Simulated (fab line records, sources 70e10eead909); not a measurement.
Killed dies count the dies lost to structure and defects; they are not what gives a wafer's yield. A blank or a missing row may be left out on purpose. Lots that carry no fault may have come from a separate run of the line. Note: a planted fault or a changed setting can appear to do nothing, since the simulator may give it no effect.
fab line records	flow nand-harc	part 1 of 2: steps 1 to 23 of 29
record lots=5	wafers=15	last-day=23
route steps=1159 shown A_STAIRCASE@561
lots with no fault: from the same line, run without faults
start-h: start of the lot's first displayed wafer, in hours after the record's first day	wait-h: hours elapsed since this lot's preceding step	" the same as in the row above	L1.1+2: one row covering several wafers at once	- no value, or no start given	* or withheld: withheld	< > ~ a bound
route shown NAME@n: a module of which the file shows steps, and the number in the route of the first	usual: mean/standard deviation taken from wafers without a fault	same: alike in all rows	chamber/n: place in a boat	sites: readings site by site	_std_site: their standard deviation	_edge_site: the outer-site mean with the inner-site mean subtracted	radius-mm: for every site, how far away it sits from the centre of the wafer	mask NAME#n: copy n	behind: the most recent tool/chamber to have shaped the wafer	hold: why the lot went on hold/how many hours it stayed there/how the hold came to an end	device: names the non-switching transistor (n, p or np)	end of line: the same wafers' tests at the end of the route	where a step has no rows: the recipe by itself	killed: at the first sort, the dies lost to defects and structure; wafer yield is something else	map: a wafer's dies, x killed, . not, _ none there
set.NAME: the setting the step ran with; set.NAME@STEP: the setting that earlier step ran with	model.NAME: the simulator's own value behind a step, which no gauge read
lots seen at some steps along the route; tables by step, rows by wafer
services: when a tool's chamber went out of use (start-h, in hours from the record's first day, below 0 if earlier), for how many hours, and the reason
## steps
# step NHARC_A_STAIRCASE_TRIM_24
# recipe time-s=211.2	o2-flow-sccm=500	ar-flow-sccm=0	bias-w=0	chemistry=O2
# usual drypump-motor-current-A=5.8/0.5	oes-product-au=1.003/0.0099	rf-vpp-V=57.7/0.89	showerhead-plenum-p-Torr=3.46/0.13	throttle-valve-pct=17.036/0.0098
# same bias-w=0
lot.wafer	tool	chamber	start-h	wait-h	drypump-motor-current-A	oes-product-au	rf-hours-counter-h	rf-vpp-V	showerhead-plenum-p-Torr	throttle-valve-pct
L075.2	rie-diel-02	2	-	-	5.7	0.990	32	56.6	3.38	17.050
L075.4	"	0	"	"	6.3	1.004	34	58.3	3.47	17.038
L075.5	"	3	"	"	4.9	1.003	-	58.1	3.61	17.033
L086.3	rie-diel-02	3	-	-	4.9	1.013	55	58.2	3.59	17.024
L086.2	"	1	"	"	5.7	1.013	58	58.7	3.57	17.019
L086.4	"	2	"	"	5.7	0.998	59	57.1	3.36	17.060
L090.2	rie-diel-08	1	-	-	6.5	0.987	12	57.6	3.32	17.039
L090.4	"	2	"	"	6.1	1.006	12	57.5	3.80	17.021
L090.6	"	3	"	"	6.0	0.995	-	58.1	3.46	17.048
L093.2	rie-diel-05	2	-	-	6.4	0.996	1	59.0	3.77	17.062
L093.1	"	0	"	"	5.9	0.997	1	55.8	3.31	17.028
L093.5	"	2	"	"	6.4	1.010	-	59.8	3.77	17.038
L095.2	rie-diel-02	3	-	-	4.9	1.019	11	57.6	3.58	17.030
L095.1	"	0	"	"	6.3	1.008	9	56.1	3.45	17.024
L095.3	"	1	"	"	5.7	0.998	9	57.8	3.56	17.037
# step NHARC_A_STAIRCASE_ETCH_25
# recipe target-depth-a=1000	time-s=40.5	ion-energy-ev=400	c4f8-flow-sccm=20	o2-flow-sccm=10	ar-flow-sccm=withheld	rf-w=600	bias-w=1000	chemistry=C4F8/O2
# usual bias-w=999.6/2.8	oes-product-au=0.945/0.013	rf-vpp-V=894/4.8
lot.wafer	tool	chamber	start-h	wait-h	bias-w	oes-product-au	rf-hours-counter-h	rf-vpp-V
L075.4	rie-diel-02	3	-	-	997.5	0.937	28	900
L075.2	"	2	"	"	998.4	0.949	32	891
L075.5	"	0	"	"	1002.1	0.951	-	894
L086.2	rie-diel-02	3	-	-	995.3	0.946	55	898
L086.3	"	0	"	"	996.8	0.935	57	893
L086.4	"	0	"	"	996.1	0.939	-	894
L090.2	rie-diel-08	0	-	-	1000.4	0.943	12	887
L090.4	"	1	"	"	999.9	0.947	12	888
L090.6	"	0	"	"	999.0	0.936	-	889
L093.2	rie-diel-05	0	-	-	992.5	0.926	1	888
L093.1	"	3	"	"	1000.3	0.941	1	892
L093.5	"	0	"	"	996.0	0.920	-	886
L095.1	rie-diel-02	0	-	-	999.2	0.924	9	895
L095.3	"	1	"	"	998.9	0.925	9	896
L095.2	"	2	"	"	1002.3	0.933	10	890
# step NHARC_A_STAIRCASE_TRIM_26
# recipe time-s=211.2	o2-flow-sccm=500	ar-flow-sccm=0	bias-w=0	chemistry=O2
# usual drypump-motor-current-A=5.8/0.5	oes-product-au=1.002/0.0098	rf-vpp-V=57.7/0.91	showerhead-plenum-p-Torr=3.47/0.13	throttle-valve-pct=17.036/0.0097
# same bias-w=0
lot.wafer	tool	chamber	start-h	wait-h	drypump-motor-current-A	oes-product-au	rf-hours-counter-h	rf-vpp-V	showerhead-plenum-p-Torr	throttle-valve-pct
L075.4	rie-diel-02	0	-	-	6.3	1.006	34	59.4	3.47	17.022
L075.2	"	2	"	"	5.7	0.995	32	58.4	3.38	17.054
L075.5	"	1	"	"	5.7	1.008	-	57.0	3.58	17.032
L086.2	rie-diel-02	1	-	-	5.7	0.995	58	58.7	3.57	17.046
L086.3	"	3	"	"	4.9	1.008	56	57.0	3.59	17.034
L086.4	"	1	"	"	5.7	1.000	-	56.6	3.57	17.038
L090.4	rie-diel-08	0	-	-	5.9	1.002	12	56.9	3.31	17.050
L090.2	"	1	"	"	6.5	1.001	12	57.9	3.32	17.025
L090.6	"	3	"	"	6.0	0.994	-	57.4	3.46	17.031
L093.1	rie-diel-05	2	-	-	6.3	0.998	1	59.5	3.77	17.022
L093.2	"	1	"	"	6.0	1.002	1	56.8	3.39	17.050
L093.5	"	3	"	"	4.8	1.003	-	57.6	3.42	17.023
L095.2	rie-diel-02	0	-	-	6.3	1.003	9	57.6	3.45	17.032
L095.3	"	1	"	"	5.7	1.007	9	57.4	3.56	17.045
L095.1	"	2	"	"	5.7	1.011	10	57.6	3.35	17.033
# step NHARC_A_STAIRCASE_ETCH_27
# recipe target-depth-a=1000	time-s=40.5	ion-energy-ev=400	c4f8-flow-sccm=20	o2-flow-sccm=10	ar-flow-sccm=withheld	rf-w=600	bias-w=1000	chemistry=C4F8/O2
# usual bias-w=1000.5/2.6	oes-product-au=0.945/0.012	rf-vpp-V=894/4.9
lot.wafer	tool	chamber	start-h	wait-h	bias-w	oes-product-au	rf-hours-counter-h	rf-vpp-V
L075.4	rie-diel-02	3	-	-	1003.3	0.952	28	900
L075.2	"	1	"	"	999.7	0.939	35	899
L075.5	"	3	"	"	1000.7	0.960	-	897
L086.3	rie-diel-02	3	-	-	1002.1	0.948	56	898
L086.2	"	1	"	"	997.3	0.950	58	897
L086.4	"	0	"	"	999.0	0.932	-	894
L090.2	rie-diel-08	3	-	-	1000.3	0.946	12	894
L090.4	"	2	"	"	1000.6	0.958	12	905
L090.6	"	3	"	"	998.7	0.941	-	893
L093.2	rie-diel-05	1	-	-	999.4	0.968	1	891
L093.1	"	2	"	"	999.4	0.938	1	905
L093.5	"	1	"	"	1004.4	0.968	-	893
L095.3	rie-diel-02	3	-	-	996.9	0.942	11	898
L095.2	"	0	"	"	1000.4	0.925	9	893
L095.1	"	2	"	"	999.8	0.946	10	889
# step NHARC_A_STAIRCASE_STRIP_175
# recipe power-w=1500	temp-c=250	chemistry=O2
# usual drypump-motor-current-A=5.69/0.27	heater-power-w=322/17
lot.wafer	tool	chamber	start-h	wait-h	drypump-motor-current-A	heater-power-w	rf-hours-counter-h
L075.2	plasma-asher-01	0	249.09	0.1	5.42	346	49
L075.4	"	1	"	"	5.49	309	-
L075.5	"	0	"	"	5.44	345	-
L086.2	plasma-asher-02	0	314.65	0.1	5.74	310	43
L086.3	"	0	"	"	5.73	305	-
L086.4	"	1	"	"	6.13	330	-
L090.2	plasma-asher-01	0	334.38	0.1	5.43	340	15
L090.4	"	0	"	"	5.42	346	-
L090.6	"	1	"	"	5.48	304	-
L093.1	plasma-asher-02	1	352.28	0.2	6.12	328	55
L093.2	"	0	"	"	5.69	314	55
L093.5	"	0	"	"	5.71	313	-
L095.1	plasma-asher-01	0	361.91	0.1	5.42	338	25
L095.2	"	1	"	"	5.51	310	25
L095.3	"	1	"	"	5.50	304	-
# step NHARC_A_STAIRCASE_STRIP_148
# recipe time-s=900	temp-c=130	chemistry=SPM
lot.wafer	tool	chamber	start-h	wait-h
L075.5+2+4	wet-bench-09	6,7,0	249.40	0.1
L086.3+4+2	wet-bench-06	1,2,4	315.01	0.2
L090.4+2+6	wet-bench-06	4,7,0	334.73	0.2
L093.2+5+1	wet-bench-06	6,0,2	352.64	0.3
L095.1+3+2	wet-bench-06	2,3,4	362.28	0.3
# step NHARC_A_STAIRCASE_PRECLEAN_149
# recipe time-s=*	temp-c=50	bath-age-min=0	chemistry=SC1
# usual h2o2-flow-mL-min=56.61/0.19
lot.wafer	tool	chamber	start-h	wait-h	h2o2-flow-mL-min
L075.5	wet-bench-09	6	-	-	56.64
L075.2	"	7	"	"	56.51
L075.4	"	0	"	"	56.58
L086.3	wet-bench-06	1	-	-	56.94
L086.4	"	2	"	"	56.77
L086.2	"	4	"	"	56.90
L090.4	wet-bench-06	4	-	-	56.68
L090.2	"	7	"	"	56.68
L090.6	"	0	"	"	56.42
L093.2	wet-bench-06	6	-	-	56.40
L093.5	"	0	"	"	56.37
L093.1	"	2	"	"	56.86
L095.1	wet-bench-06	2	-	-	56.83
L095.3	"	3	"	"	56.74
L095.2	"	4	"	"	56.60
# step NHARC_A_STAIRCASE_SRD_150
lot.wafer	tool	chamber	start-h	wait-h
L075.5+2+4	wet-bench-09	6,7,0	-	-
L086.3+4+2	wet-bench-06	1,2,4	-	-
L090.4+2+6	wet-bench-06	4,7,0	-	-
L093.2+5+1	wet-bench-06	6,0,2	-	-
L095.1+3+2	wet-bench-06	2,3,4	-	-
# step NHARC_A_STAIRCASE_DEHYDRATE_176
# recipe temp-c=150	time-s=120
lot.wafer	tool	chamber	start-h	wait-h
L075.2+4+5	litho-track-05	0	249.85	-
L086.2+3+4	litho-track-05	0	315.45	-
L090.2+4+6	litho-track-07	0	335.18	-
L093.1+2+5	litho-track-07	0	353.10	-
L095.1+2+3	litho-track-07	0	362.72	-
# step NHARC_A_STAIRCASE_HMDS_177
# recipe time-s=30
lot.wafer	tool	chamber	start-h	wait-h
L075.2+4+5	litho-track-05	0	-	-
L086.2+3+4	litho-track-05	0	-	-
L090.2+4+6	litho-track-07	0	-	-
L093.1+2+5	litho-track-07	0	-	-
L095.1+2+3	litho-track-07	0	-	-
# step NHARC_A_STAIRCASE_COAT_178
# recipe spin-rpm=1200
lot.wafer	tool	chamber	start-h	wait-h
L075.2+4+5	litho-track-05	0	-	-
L086.2+3+4	litho-track-05	0	-	-
L090.2+4+6	litho-track-07	0	-	-
L093.1+2+5	litho-track-07	0	-	-
L095.1+2+3	litho-track-07	0	-	-
# step NHARC_A_STAIRCASE_SOFTBAKE_179
# recipe temp-c=135	time-s=170
lot.wafer	tool	chamber	start-h	wait-h
L075.2+4+5	litho-track-05	0	-	-
L086.2+3+4	litho-track-05	0	-	-
L090.2+4+6	litho-track-07	0	-	-
L093.1+2+5	litho-track-07	0	-	-
L095.1+2+3	litho-track-07	0	-	-
# step NHARC_A_STAIRCASE_EBR_180
lot.wafer	tool	chamber	start-h	wait-h
L075.2+4+5	litho-track-05	0	-	-
L086.2+3+4	litho-track-05	0	-	-
L090.2+4+6	litho-track-07	0	-	-
L093.1+2+5	litho-track-07	0	-	-
L095.1+2+3	litho-track-07	0	-	-
# step NHARC_A_STAIRCASE_EXPOSE_181
# recipe na=0.5	dose-mj=27.87	mask-id=STAIR_2
lot.wafer	tool	chamber	start-h	wait-h	mask
L075.2+4+5	krf-scanner-02	0	250.06	-	STAIR_2#0
L086.2+3+4	krf-scanner-02	0	315.89	-	STAIR_2#0
L090.2+4+6	krf-scanner-03	0	335.39	-	STAIR_2#0
L093.1+2+5	krf-scanner-02	0	353.43	-	STAIR_2#0
L095.1+2+3	krf-scanner-03	0	363.05	-	STAIR_2#0
# step NHARC_A_STAIRCASE_PEB_182
# recipe peb-temp-c=115	peb-time-s=130
# same peb-time-s=130
lot.wafer	tool	chamber	start-h	wait-h
L075.2+4+5	litho-track-02	0	250.12	0.1
L086.2+3+4	litho-track-02	0	315.95	0.1
L090.2+4+6	litho-track-02	0	335.45	0.1
L093.1+2+5	litho-track-05	0	353.50	0.1
L095.1+2+3	litho-track-02	0	363.11	0.1
# step NHARC_A_STAIRCASE_DEVELOP_183
# recipe time-s=140
lot.wafer	tool	chamber	start-h	wait-h
L075.2+4+5	litho-track-02	0	-	-
L086.2+3+4	litho-track-02	0	-	-
L090.2+4+6	litho-track-02	0	-	-
L093.1+2+5	litho-track-05	0	-	-
L095.1+2+3	litho-track-02	0	-	-
# step NHARC_A_STAIRCASE_HARDBAKE_185
# recipe temp-c=120	time-s=140
lot.wafer	tool	chamber	start-h	wait-h
L075.2+4+5	litho-track-05	0	250.34	-
L086.2+3+4	litho-track-02	0	316.17	-
L090.2+4+6	litho-track-07	0	335.68	-
L093.1+2+5	litho-track-02	0	353.72	-
L095.1+2+3	litho-track-07	0	363.33	-
# step NHARC_A_STAIRCASE_DESCUM_186
# recipe time-s=3	o2-flow-sccm=200	ar-flow-sccm=0	bias-power-w=0	chemistry=O2
# usual drypump-motor-current-A=5.8/0.52	oes-product-au=1.005/0.011	rf-vpp-V=57.6/0.92	showerhead-plenum-p-Torr=1.87/0.089	throttle-valve-pct=11.312/0.0099
lot.wafer	tool	chamber	start-h	wait-h	drypump-motor-current-A	oes-product-au	rf-hours-counter-h	rf-vpp-V	showerhead-plenum-p-Torr	throttle-valve-pct
L075.2	rie-diel-08	2	250.44	-	6.1	1.021	43	56.1	1.77	11.320
L075.4	"	0	"	"	5.8	1.012	42	58.4	1.80	11.312
L075.5	"	1	"	"	6.5	0.991	-	56.9	1.80	11.305
L086.2	rie-diel-08	2	316.72	-	6.1	0.996	3	59.3	2.08	11.305
L086.4	"	3	"	"	6.0	1.004	2	57.6	1.88	11.303
L086.3	"	0	"	"	5.8	1.016	2	55.8	1.79	11.322
L090.2	rie-diel-05	0	335.91	-	5.9	0.993	64	58.0	1.79	11.290
L090.4	"	2	"	"	6.3	1.017	58	58.2	2.06	11.323
L090.6	"	3	"	"	4.8	1.002	-	57.3	1.85	11.293
L093.2	rie-diel-02	3	353.82	-	4.9	1.019	6	57.1	1.95	11.306
L093.1	"	0	"	"	6.3	1.016	6	57.4	1.87	11.331
L093.5	"	3	"	"	4.9	1.025	-	57.4	1.95	11.333
L095.1	rie-diel-05	2	363.43	-	6.3	1.008	6	58.4	2.05	11.304
L095.3	"	3	"	"	4.7	1.009	4	57.4	1.85	11.326
L095.2	"	0	"	"	5.8	0.987	4	57.7	1.78	11.328
# step NHARC_A_STAIRCASE_TRIM_187
# recipe time-s=211.2	o2-flow-sccm=500	ar-flow-sccm=0	bias-w=0	chemistry=O2
# usual drypump-motor-current-A=5.8/0.51	oes-product-au=1.004/0.011	rf-vpp-V=57.7/0.88	showerhead-plenum-p-Torr=3.47/0.16	throttle-valve-pct=17.038/0.009
# same bias-w=0
lot.wafer	tool	chamber	start-h	wait-h	drypump-motor-current-A	oes-product-au	rf-hours-counter-h	rf-vpp-V	showerhead-plenum-p-Torr	throttle-valve-pct
L075.4	rie-diel-08	3	250.54	0.1	6.0	1.020	47	57.2	3.48	17.044
L075.2	"	0	"	"	5.9	1.016	42	57.5	3.33	17.057
L075.5	"	1	"	"	6.5	0.993	-	57.3	3.33	17.044
L086.2	rie-diel-08	3	317.19	0.5	6.0	0.990	2	58.3	3.47	17.030
L086.3	"	1	"	"	6.5	0.993	3	57.2	3.32	17.052
L086.4	"	2	"	"	6.1	1.011	3	59.2	3.81	17.029
L090.4	rie-diel-05	2	336.08	0.1	6.3	1.013	58	59.5	3.77	17.047
L090.2	"	1	"	"	6.0	1.014	69	58.4	3.39	17.033
L090.6	"	2	"	"	6.4	1.012	-	58.0	3.77	17.028
L093.1	rie-diel-02	3	353.97	0.1	4.9	1.018	6	58.8	3.59	17.038
L093.2	"	0	"	"	6.3	1.005	6	58.1	3.45	17.028
L093.5	"	1	"	"	5.7	0.979	-	58.3	3.56	17.041
L095.3	rie-diel-05	0	363.53	0.1	5.9	0.984	4	58.1	3.31	17.024
L095.2	"	1	"	"	6.0	1.015	5	57.9	3.39	17.037
L095.1	"	2	"	"	6.3	1.005	6	58.6	3.77	17.040
# step NHARC_A_STAIRCASE_ETCH_188
# recipe target-depth-a=1000	time-s=40.5	ion-energy-ev=400	c4f8-flow-sccm=20	o2-flow-sccm=10	ar-flow-sccm=withheld	rf-w=600	bias-w=1000	chemistry=C4F8/O2
# usual bias-w=1000.2/2.9	oes-product-au=0.943/0.015	rf-vpp-V=894/5.7
lot.wafer	tool	chamber	start-h	wait-h	bias-w	oes-product-au	rf-hours-counter-h	rf-vpp-V
L075.4	rie-diel-08	3	-	-	998.4	0.976	47	894
L075.2	"	1	"	"	997.1	0.936	29	889
L075.5	"	3	"	"	996.3	0.974	-	895
L086.3	rie-diel-08	3	-	-	1003.2	0.919	3	894
L086.2	"	1	"	"	997.8	0.927	4	889
L086.4	"	2	"	"	998.7	0.932	4	905
L090.2	rie-diel-05	2	-	-	1005.9	0.939	58	904
L090.4	"	1	"	"	1003.9	0.930	69	891
L090.6	"	3	"	"	998.1	0.924	-	892
L093.1	rie-diel-02	3	-	-	998.6	0.940	6	898
L093.2	"	1	"	"	999.6	0.928	6	898
L093.5	"	2	"	"	1001.5	0.942	-	890
L095.1	rie-diel-05	0	-	-	1003.5	0.938	4	887
L095.3	"	1	"	"	1001.2	0.977	5	890
L095.2	"	2	"	"	1000.9	0.947	6	906
# step NHARC_A_STAIRCASE_TRIM_189
# recipe time-s=211.2	o2-flow-sccm=500	ar-flow-sccm=0	bias-w=0	chemistry=O2
# usual drypump-motor-current-A=5.8/0.52	oes-product-au=1.003/0.01	rf-vpp-V=57.7/0.93	showerhead-plenum-p-Torr=3.47/0.16	throttle-valve-pct=17.035/0.0085
# same bias-w=0
lot.wafer	tool	chamber	start-h	wait-h	drypump-motor-current-A	oes-product-au	rf-hours-counter-h	rf-vpp-V	showerhead-plenum-p-Torr	throttle-valve-pct
L075.4	rie-diel-08	0	-	-	5.9	1.011	42	58.0	3.33	17.030
L075.2	"	1	"	"	6.5	0.987	29	57.6	3.34	17.031
L075.5	"	2	"	"	6.1	1.016	-	56.7	3.29	17.042
L086.3	rie-diel-08	2	-	-	6.1	1.012	4	57.7	3.81	17.034
L086.2	"	3	"	"	6.0	0.989	3	57.9	3.47	17.034
L086.4	"	1	"	"	6.5	1.001	4	56.9	3.32	17.037
L090.2	rie-diel-05	0	-	-	5.9	0.989	64	57.9	3.31	17.019
L090.4	"	1	"	"	6.0	1.026	70	57.1	3.39	17.036
L090.6	"	1	"	"	6.0	1.005	-	59.2	3.39	17.030
L093.2	rie-diel-02	2	-	-	5.7	1.017	6	56.8	3.36	17.046
L093.1	"	3	"	"	4.9	1.019	7	56.6	3.59	17.026
L093.5	"	1	"	"	5.7	0.986	-	58.6	3.56	17.039
L095.3	rie-diel-05	1	-	-	6.0	1.009	5	57.6	3.39	17.050
L095.1	"	3	"	"	4.8	1.004	4	58.5	3.42	17.038
L095.2	"	0	"	"	5.9	0.999	4	58.9	3.31	17.038
# step NHARC_A_STAIRCASE_ETCH_190
# recipe target-depth-a=1000	time-s=40.5	ion-energy-ev=400	c4f8-flow-sccm=20	o2-flow-sccm=10	ar-flow-sccm=withheld	rf-w=600	bias-w=1000	chemistry=C4F8/O2
# usual bias-w=1000/3.2	oes-product-au=0.943/0.011	rf-vpp-V=894/5.8
lot.wafer	tool	chamber	start-h	wait-h	bias-w	oes-product-au	rf-hours-counter-h	rf-vpp-V
L075.2	rie-diel-08	2	-	-	999	0.951	44	886
L075.4	"	1	"	"	1000	0.923	29	890
L075.5	"	3	"	"	1002	0.956	-	894
L086.2	rie-diel-08	0	-	-	1002	0.932	3	887
L086.3	"	2	"	"	997	0.928	4	905
L086.4	"	3	"	"	998	0.932	3	894
L090.4	rie-diel-05	1	-	-	998	0.939	70	891
L090.2	"	0	"	"	1001	0.919	65	888
L090.6	"	2	"	"	994	0.959	-	906
L093.1	rie-diel-02	1	-	-	1004	0.934	6	896
L093.2	"	3	"	"	996	0.950	7	897
L093.5	"	1	"	"	999	0.932	-	897
L095.2	rie-diel-05	3	-	-	1000	0.958	4	893
L095.3	"	0	"	"	1001	0.945	4	888
L095.1	"	2	"	"	1000	0.945	6	905
# step NHARC_A_STAIRCASE_TRIM_191
# recipe time-s=211.2	o2-flow-sccm=500	ar-flow-sccm=0	bias-w=0	chemistry=O2
# usual drypump-motor-current-A=5.8/0.52	oes-product-au=1.003/0.011	rf-vpp-V=57.6/0.85	showerhead-plenum-p-Torr=3.47/0.16	throttle-valve-pct=17.037/0.0088
# same bias-w=0
lot.wafer	tool	chamber	start-h	wait-h	drypump-motor-current-A	oes-product-au	rf-hours-counter-h	rf-vpp-V	showerhead-plenum-p-Torr	throttle-valve-pct
L075.2	rie-diel-08	3	-	-	6.0	1.019	47	58.0	3.48	17.040
L075.4	"	1	"	"	6.5	0.994	29	57.6	3.33	17.030
L075.5	"	3	"	"	6.0	1.023	-	56.9	3.48	17.044
L086.2	rie-diel-08	2	-	-	6.0	1.004	4	57.7	3.81	17.030
L086.3	"	3	"	"	6.0	0.990	3	58.4	3.47	17.032
L086.4	"	0	"	"	5.9	1.007	4	57.4	3.32	17.041
L090.2	rie-diel-05	1	-	-	6.0	1.003	70	57.3	3.39	17.044
L090.4	"	2	"	"	6.3	1.008	58	58.0	3.77	17.038
L090.6	"	1	"	"	6.0	1.014	-	57.7	3.39	17.037
L093.1	rie-diel-02	3	-	-	4.9	1.016	7	59.5	3.59	17.040
L093.2	"	2	"	"	5.7	1.006	6	57.1	3.36	17.036
L093.5	"	3	"	"	4.9	1.011	-	58.9	3.59	17.032
L095.2	rie-diel-05	2	-	-	6.4	1.008	6	57.8	3.77	17.026
L095.1	"	3	"	"	4.8	1.008	5	58.5	3.42	17.042
L095.3	"	0	"	"	5.9	0.994	4	55.8	3.31	17.030
